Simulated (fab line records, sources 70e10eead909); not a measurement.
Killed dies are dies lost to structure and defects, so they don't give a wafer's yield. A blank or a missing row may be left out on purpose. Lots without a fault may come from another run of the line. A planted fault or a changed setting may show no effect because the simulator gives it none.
A struck lot beside a sound one | flow nand_harc | 14 steps out of a route of 1159
Sound: wafers L856.1, L856.4, L856.6. Struck: wafers L848.2, L848.4, L848.5. The cause comes at the end.
At each step with rows: each side's tool, then ch and its chambers, then its first start. Under that, the readings that differ: sound wafers | struck wafers | difference of the means | sigmas: that difference in standard deviations of wafers without a fault.
alike: readings whose means differ by less than 2 such deviations, and words and numbers that are the same on both sides. not compared: withheld readings, readings that some wafer has no value for, bounds like >300 that may hide the same value, and numbers for which the record gives no deviation and whose values overlap.
The two part at a step that has a row with sigmas, a row that says differs or no value, or rows on one side only. Numbers that don't overlap but have no deviation are shown without sigmas and don't part them. A reading that every wafer of one side lacks parts them only if that side has two wafers or more.

first, 9 steps without rows for these wafers: NHARC_A_STAIRCASE_DEHYDRATE_209 (time 120 s); NHARC_A_STAIRCASE_HMDS_210 (time 30 s); NHARC_A_STAIRCASE_COAT_211; NHARC_A_STAIRCASE_SOFTBAKE_212 (time 170 s); NHARC_A_STAIRCASE_EBR_213; NHARC_A_STAIRCASE_EXPOSE_214 (exposes mask STAIR 3); NHARC_A_STAIRCASE_PEB_215 (peb time 130 s); NHARC_A_STAIRCASE_DEVELOP_216 (time 140 s); NHARC_A_STAIRCASE_HARDBAKE_218 (time 140 s).
NHARC_A_STAIRCASE_DESCUM_219: chemistry O2, time 3 s.
  sound on rie_diel-12 ch 0,3, day 16 04:10; struck on rie_diel-07 ch 1,3, day 13 20:06
  alike: drypump_motor_current_A, oes_product_au, rf_vpp_V, showerhead_plenum_p_Torr, throttle_valve_pct
  not compared: rf_hours_counter_h
NHARC_A_STAIRCASE_TRIM_220: chemistry O2, time 211.2 s.
  sound on rie_diel-12 ch 0,1,2, day 16 04:16; struck on rie_diel-07 ch 1,2, day 13 20:11
  alike: drypump_motor_current_A, oes_product_au, rf_vpp_V, showerhead_plenum_p_Torr, throttle_valve_pct
  not compared: rf_hours_counter_h
NHARC_A_STAIRCASE_ETCH_221: etches the open film in C4F8/O2, target depth 100 nm, time 40.5 s.
  sound on rie_diel-12 ch 0,1, day 16 04:25; struck on rie_diel-07 ch 0,2,3, day 13 20:20
  no value came back on the struck wafers for bias_w (W), chamber_pressure_mTorr (mTorr), oes_product_au (a.u.), rf_vpp_V (V); on the sound wafers bias_w (W) reads 1005.5 1005.1 1003.0
  not compared: rf_hours_counter_h
NHARC_A_STAIRCASE_TRIM_222: chemistry O2, time 211.2 s.
  sound on rie_diel-12 ch 2,3; struck on rie_diel-07 ch 0,3
  alike: drypump_motor_current_A, oes_product_au, rf_vpp_V, showerhead_plenum_p_Torr, throttle_valve_pct
  not compared: rf_hours_counter_h
-- the record jumps here: 11 days lie between the struck wafers' starts before and after (it left off in module A_STAIRCASE and takes up again in module END, whose first step shown is number 1159 of the route) --
NHARC_END_SORT_01:
  the record has rows for the struck wafers here (prober-02 ch 0, day 24 20:03) and none for the sound ones

WHERE THEY PART
First at NHARC_A_STAIRCASE_ETCH_221; last, within this record, at NHARC_END_SORT_01.

WHY: what the simulator had put in
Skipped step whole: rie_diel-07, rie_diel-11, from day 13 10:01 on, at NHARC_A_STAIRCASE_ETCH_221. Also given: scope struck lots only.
